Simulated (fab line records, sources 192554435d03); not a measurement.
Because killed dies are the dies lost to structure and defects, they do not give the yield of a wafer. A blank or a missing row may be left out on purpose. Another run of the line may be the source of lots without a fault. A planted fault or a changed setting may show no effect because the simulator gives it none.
Which tool was responsible?	flow n5Finfet	72 wafers from 24 lots sampled at 5 of the route's 1938 steps

WHAT THE GAUGES READ, wafer by wafer
N5_BEOL_M12_THK_MEAS_01. Usual: M12_ILD_THK typically reads 657 nm, with standard deviation 10.
lot	measured	on	M12_ILD_THK (nm)	flag
L075	day 11 00:18	filmMetro-01	641 660 655	
L076	day 11 02:14	filmMetro-02	668 661 657	
L077	day 11 02:42	filmMetro-01	642 646 644	
L074	day 11 15:02	filmMetro-01	657 663 650	
L079	day 11 20:23	filmMetro-02	666 650 658	
L078	day 11 20:40	filmMetro-02	665 660 674	
L080	day 11 23:14	filmMetro-01	647 653 650	
L081	day 12 04:47	filmMetro-02	648 661 656	
L082	day 12 11:38	filmMetro-01	663 663 680	
L083	day 13 00:18	filmMetro-01	648 665 654	
L084	day 13 07:50	filmMetro-01	655 647 670	
L086	day 13 17:13	filmMetro-02	647 656 657	
L085	day 13 17:19	filmMetro-01	653 643 662	
L087	day 14 03:22	filmMetro-02	644 662 646	
L088	day 14 07:36	filmMetro-01	676 664 666	
L089	day 14 08:38	filmMetro-01	647 672 660	
L091	day 14 14:59	filmMetro-01	665 683 671	
L090	day 15 03:45	filmMetro-01	646 657 665	
L092	day 15 04:06	filmMetro-02	652 657 670	
L094	day 15 06:10	filmMetro-01	660 663 675	
L093	day 15 13:44	filmMetro-01	641 650 674	
L095	day 15 17:14	filmMetro-02	657 654 669	
L097	day 16 07:56	filmMetro-01	664 669 681	
L096	day 16 08:21	filmMetro-01	645 651 657	

N5_BEOL_M12_OVL_MEAS_11. Usual: V11_OVL typically reads 5 nm, with standard deviation 5.
lot	measured	on	V11_OVL (nm)	flag
L075	day 11 00:45	overlay-01	2 -1 -1	
L076	day 11 02:34	overlay-02	-2 -6 -2	
L077	day 11 03:02	overlay-02	6 5 2	
L074	day 11 15:22	overlay-02	4 4 5	
L079	day 11 20:50	overlay-01	0 4 4	
L078	day 11 21:50	overlay-01	5 5 2	
L080	day 11 23:41	overlay-01	8 4 10	
L081	day 12 05:07	overlay-02	7 5 6	
L082	day 12 12:06	overlay-01	10 6 2	
L083	day 13 00:46	overlay-02	8 10 3	
L084	day 13 08:18	overlay-01	11 5 10	
L086	day 13 17:41	overlay-02	1 -2 6	
L085	day 13 17:50	overlay-01	6 4 4	
L087	day 14 03:42	overlay-02	11 14 11	
L088	day 14 08:04	overlay-01	5 7 8	
L089	day 14 09:06	overlay-01	16 5 9	
L091	day 14 15:26	overlay-01	15 12 6	
L090	day 15 04:13	overlay-01	7 5 6	
L092	day 15 04:26	overlay-01	6 2 7	
L094	day 15 06:38	overlay-01	8 3 4	
L093	day 15 14:04	overlay-02	-6 8 1	
L095	day 15 17:41	overlay-02	2 0 0	
L097	day 16 08:23	overlay-02	12 10 6	
L096	day 16 08:49	overlay-01	-2 -8 3	

N5_BEOL_M13_THK_MEAS_01. Usual: M13_ILD_THK typically reads 840 nm, with standard deviation 11.
lot	measured	on	M13_ILD_THK (nm)	flag
L075	day 11 06:01	filmMetro-01	836 850 848	
L076	day 11 06:26	filmMetro-02	829 842 856	
L077	day 11 06:48	filmMetro-02	838 845 852	
L074	day 11 19:19	filmMetro-01	837 843 853	
L079	day 12 01:03	filmMetro-02	843 828 858	
L078	day 12 02:39	filmMetro-01	861 854 852	
L080	day 12 07:28	filmMetro-02	837 840 842	
L081	day 12 11:07	filmMetro-02	829 836 833	
L082	day 12 16:41	filmMetro-02	828 852 844	
L083	day 13 08:46	filmMetro-01	828 827 833	
L084	day 13 12:15	filmMetro-02	840 827 856	
L086	day 13 22:24	filmMetro-02	823 830 851	
L085	day 13 22:31	filmMetro-01	836 828 859	
L087	day 14 08:07	filmMetro-02	823 842 836	
L088	day 14 12:09	filmMetro-01	856 852 842	
L089	day 14 13:31	filmMetro-02	815 834 834	
L091	day 14 19:36	filmMetro-02	830 848 846	
L090	day 15 07:52	filmMetro-02	840 858 871	
L092	day 15 08:10	filmMetro-01	824 838 832	
L094	day 15 11:56	filmMetro-02	831 832 848	
L093	day 15 21:17	filmMetro-02	848 837 864	
L095	day 15 21:20	filmMetro-01	834 836 838	
L097	day 16 14:07	filmMetro-01	831 861 839	
L096	day 16 14:25	filmMetro-02	832 869 847	

WHICH TOOL RAN EACH LOT (tool, then ch and the chambers of the sampled wafers, then the start)
lot	N5_BEOL_M12_STRIP_63	N5_BEOL_M12_ETCH_38
L075	plasmaAsher-02 ch 0,1, day 11 01:06	rieDiel-06 ch 0,2,3, day 11 03:05
L076	plasmaAsher-01 ch 0,1, day 11 03:04	rieDiel-06 ch 0,2, day 11 04:38
L077	plasmaAsher-01 ch 0,1, day 11 03:23	rieDiel-06 ch 0,2, day 11 04:44
L074	plasmaAsher-01 ch 0,1, day 11 15:43	rieDiel-06 ch 0,2, day 11 17:14
L079	plasmaAsher-02 ch 0,1, day 11 21:11	rieDiel-05 ch 0,3, day 11 22:32
L078	plasmaAsher-01 ch 0,1, day 11 22:11	rieDiel-06 ch 0,3, day 12 00:18
L080	plasmaAsher-01 ch 0,1, day 12 00:02	rieDiel-05 ch 1,2,3, day 12 05:13
L081	plasmaAsher-02 ch 1, day 12 05:27	rieDiel-05 ch 0,1, day 12 09:16
L082	plasmaAsher-02 ch 0,1, day 12 12:26	rieDiel-06 ch 1,3, day 12 14:16
L083	plasmaAsher-01 ch 0,1, day 13 01:08	rieDiel-06 ch 0,1,3, day 13 06:42
L084	plasmaAsher-01 ch 0,1, day 13 08:49	rieDiel-06 ch 0,1, day 13 10:26
L086	plasmaAsher-02 ch 0, day 13 18:01	rieDiel-05 ch 0,3, day 13 20:28
L085	plasmaAsher-02 ch 0,1, day 13 18:11	rieDiel-03 ch 1,2, day 13 20:39
L087	plasmaAsher-02 ch 0,1, day 14 04:02	rieDiel-06 ch 0,1, day 14 06:18
L088	plasmaAsher-02 ch 0,1, day 14 08:42	rieDiel-06 ch 0,1,2, day 14 10:12
L089	plasmaAsher-02 ch 0,1, day 14 09:43	rieDiel-03 ch 1,2,3, day 14 11:23
L091	plasmaAsher-02 ch 0,1, day 14 15:47	rieDiel-03 ch 1,2,3, day 14 17:17
L090	plasmaAsher-01 ch 0,1, day 15 04:33	rieDiel-06 ch 0,3, day 15 06:06
L092	plasmaAsher-01 ch 0,1, day 15 04:49	rieDiel-03 ch 1,2, day 15 06:18
L094	plasmaAsher-01 ch 0,1, day 15 06:58	rieDiel-03 ch 0,1,3, day 15 10:07
L093	plasmaAsher-02 ch 0,1, day 15 14:24	rieDiel-05 ch 0,1,2, day 15 19:26
L095	plasmaAsher-01 ch 0,1, day 15 18:02	rieDiel-06 ch 0,3, day 15 19:35
L097	plasmaAsher-01 ch 0,1, day 16 08:45	rieDiel-06 ch 1,2,3, day 16 12:14
L096	plasmaAsher-01 ch 0,1, day 16 09:09	rieDiel-03 ch 0,1, day 16 12:25
- N5_BEOL_M12_STRIP_63: strips in N2/H2.
- N5_BEOL_M12_ETCH_38: etches SiCN in CF4/N2, target depth 68.7 nm, time 73.4 s.

AS READ BY THE TOOLS THEMSELVES (means over the sampled wafers that have a number; for cases with no such wafer, the mark the record gives instead)
N5_BEOL_M12_STRIP_63. Usual: drypumpMotorCurrentA 5.5 A, standard deviation 0.45; heaterPowerW 339 W, standard deviation 27; oesProductAu 0.693 a.u., standard deviation 0.0044; stripTimeToEndpointS 42.8 s, standard deviation 1.
lot	tool	drypumpMotorCurrentA (A)	heaterPowerW (W)	oesProductAu (a.u.)	stripTimeToEndpointS (s)	flag
L075	plasmaAsher-02	5.0	338	0.694	42.7	
L076	plasmaAsher-01	5.8	349	0.692	42.2	
L077	plasmaAsher-01	5.8	348	0.691	43.7	
L074	plasmaAsher-01	5.8	345	0.695	42.1	
L079	plasmaAsher-02	5.0	330	0.698	43.7	
L078	plasmaAsher-01	5.9	325	0.690	41.8	
L080	plasmaAsher-01	5.8	348	0.696	43.0	
L081	plasmaAsher-02	5.5	354	0.697	43.8	
L082	plasmaAsher-02	5.3	344	0.693	41.5	
L083	plasmaAsher-01	5.9	324	0.690	43.5	
L084	plasmaAsher-01	5.9	323	0.694	43.1	
L086	plasmaAsher-02	4.8	331	0.695	42.6	
L085	plasmaAsher-02	5.1	334	0.695	43.1	
L087	plasmaAsher-02	5.3	340	0.694	44.1	
L088	plasmaAsher-02	5.1	336	0.695	42.0	
L089	plasmaAsher-02	5.3	341	0.689	42.1	
L091	plasmaAsher-02	5.3	344	0.691	41.1	
L090	plasmaAsher-01	5.9	330	0.694	43.7	
L092	plasmaAsher-01	6.0	328	0.694	43.0	
L094	plasmaAsher-01	6.0	329	0.691	42.6	
L093	plasmaAsher-02	5.3	344	0.692	43.0	
L095	plasmaAsher-01	5.9	325	0.691	42.8	
L097	plasmaAsher-01	6.0	323	0.690	41.8	
L096	plasmaAsher-01	6.0	325	0.694	43.3	

N5_BEOL_M12_ETCH_38. Usual: drypumpMotorCurrentA 5.4 A, standard deviation 0.52; oesProductAu 0.82 a.u., standard deviation 0.081; rfVppV 381.9 V, standard deviation 1.3; showerheadPlenumPTorr 2.19 Torr, standard deviation 0.053; throttleValvePct 15.42 %, standard deviation 0.19.
lot	tool	drypumpMotorCurrentA (A)	oesProductAu (a.u.)	rfVppV (V)	showerheadPlenumPTorr (Torr)	throttleValvePct (%)	flag
L075	rieDiel-06	4.9	0.82	382.3	2.23	15.42	
L076	rieDiel-06	4.9	0.90	381.7	2.19	15.28	
L077	rieDiel-06	4.9	0.90	381.5	2.19	15.28	
L074	rieDiel-06	4.9	0.89	382.2	2.19	15.29	
L079	rieDiel-05	6.0	0.72	380.8	2.17	15.67	
L078	rieDiel-06	5.0	0.72	384.0	2.26	15.60	
L080	rieDiel-05	5.3	0.73	381.4	2.17	15.54	
L081	rieDiel-05	5.6	0.82	381.0	2.17	15.46	
L082	rieDiel-06	5.2	0.76	382.9	2.24	15.67	
L083	rieDiel-06	5.3	0.81	382.1	2.23	15.48	
L084	rieDiel-06	5.7	0.90	382.1	2.19	15.34	
L086	rieDiel-05	6.0	0.76	381.1	2.15	15.65	
L085	rieDiel-03	5.9	0.85	381.8	2.16	15.28	
L087	rieDiel-06	5.7	0.88	381.5	2.19	15.36	
L088	rieDiel-06	5.3	0.86	381.5	2.18	15.34	
L089	rieDiel-03	5.7	0.83	382.3	2.20	15.30	
L091	rieDiel-03	5.7	0.84	382.2	2.20	15.30	
L090	rieDiel-06	5.0	0.90	383.5	2.26	15.30	
L092	rieDiel-03	5.9	0.83	381.1	2.16	15.29	
L094	rieDiel-03	5.9	0.84	381.3	2.18	15.43	
L093	rieDiel-05	5.2	0.76	381.5	2.15	15.54	
L095	rieDiel-06	5.0	0.89	382.4	2.26	15.31	
L097	rieDiel-06	5.1	0.86	381.4	2.19	15.41	
L096	rieDiel-03	6.0	0.83	381.5	2.14	15.45	

THE ANSWER, worked out from the rows above alone
Rule: a lot is off if the mean of its wafers that have a number lies more than 3 standard deviations from the usual mean. A lot without any number at a reading at which 4 lots or more have one is off too. Where the step has rows for the other lots, those lots are counted as sound. Order of review: gauges by route order, followed by the tools' own readings, for which a lot's mean as printed above is used. At the first step where some lot is off, the reading lying furthest off is the one used; lots without a number count as furthest.
None of the lots is off at any reading shown; this tells nothing.

WHAT WAS PUT IN BY THE SIMULATOR
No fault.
